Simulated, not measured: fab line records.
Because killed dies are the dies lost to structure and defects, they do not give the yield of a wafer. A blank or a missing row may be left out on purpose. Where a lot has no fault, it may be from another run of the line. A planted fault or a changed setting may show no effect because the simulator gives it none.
What tool caused it? -- flow nand harc -- 6 lots with 17 wafers sampled at 3 steps, on a route of 1159 steps

WHAT EACH GAUGE READ, for each wafer
NHARC_P_M1_CD_MEAS_09 targets a cd of 130 nm.
lot,measured,on,cd nm (nm)
L372,day 6 17:41,cd sem-01,130.4 130.0 130.3
L374,day 7 10:47,cd sem-03,131.5 130.3 130.0
L377,day 8 04:29,cd sem-03,130.3 130.1 131.0
L378,day 8 12:23,cd sem-02,130.7 130.1 130.3
L383,day 9 19:02,cd sem-03,127.9 129.7
L391,day 11 08:17,cd sem-03,130.9 129.2 130.2

TOOL THAT RAN EACH LOT (tool first, then ch and the chambers of the sampled wafers, then the start)
lot,NHARC_P_M0_ANNEAL_30,NHARC_P_M1_PEB_07
L372,"rtp anneal-02 ch 0, day 6 15:40","litho track-01 ch 0, day 6 17:37"
L374,"rtp anneal-01 ch 0, day 7 08:33","litho track-04 ch 0, day 7 10:42"
L377,"rtp anneal-02 ch 0, day 8 02:16","litho track-01 ch 0, day 8 04:24"
L378,"rtp anneal-02 ch 0, day 8 10:11","litho track-06 ch 0, day 8 12:19"
L383,"rtp anneal-01 ch 0, day 9 16:49","litho track-06 ch 0, day 9 18:58"
L391,"rtp anneal-02 ch 0, day 11 06:04","litho track-04 ch 0, day 11 08:12"
- NHARC_P_M0_ANNEAL_30: time 90 s.
- NHARC_P_M1_PEB_07: peb time 65 s.

THE ANSWER, worked out from the rows above alone
Rule: what is usual is taken from the lots themselves. Put in order of their means at a reading, lots are off if they are a third of the lots or fewer, leave a main group of 4 or more, and stand apart from it by a gap of 3 or more times the standard deviation of the main group's means; of several such gaps the widest counts. A main group is skipped when, at the precision printed for the reading in the tables above, its means are all equal. Also off: a lot with no number at a reading for which 4 or more lots have one. Any other lot the step has rows for is counted as sound.
Off at NHARC_P_M1_CD_MEAS_09 (cd nm): L383. Main group: mean 130.4 nm, sd 0.17.
If a tool, at a process step before that reading, ran all the lots that are off and no sound lot after the first of them, it fits. Those tools and the gauges at NHARC_P_M1_CD_MEAS_09 are tried in the same way. Can't be told from this: 2 tools fit, rtp anneal-01 at NHARC_P_M0_ANNEAL_30, litho track-06 at NHARC_P_M1_PEB_07.

WHAT HAD BEEN PUT IN BY THE SIMULATOR
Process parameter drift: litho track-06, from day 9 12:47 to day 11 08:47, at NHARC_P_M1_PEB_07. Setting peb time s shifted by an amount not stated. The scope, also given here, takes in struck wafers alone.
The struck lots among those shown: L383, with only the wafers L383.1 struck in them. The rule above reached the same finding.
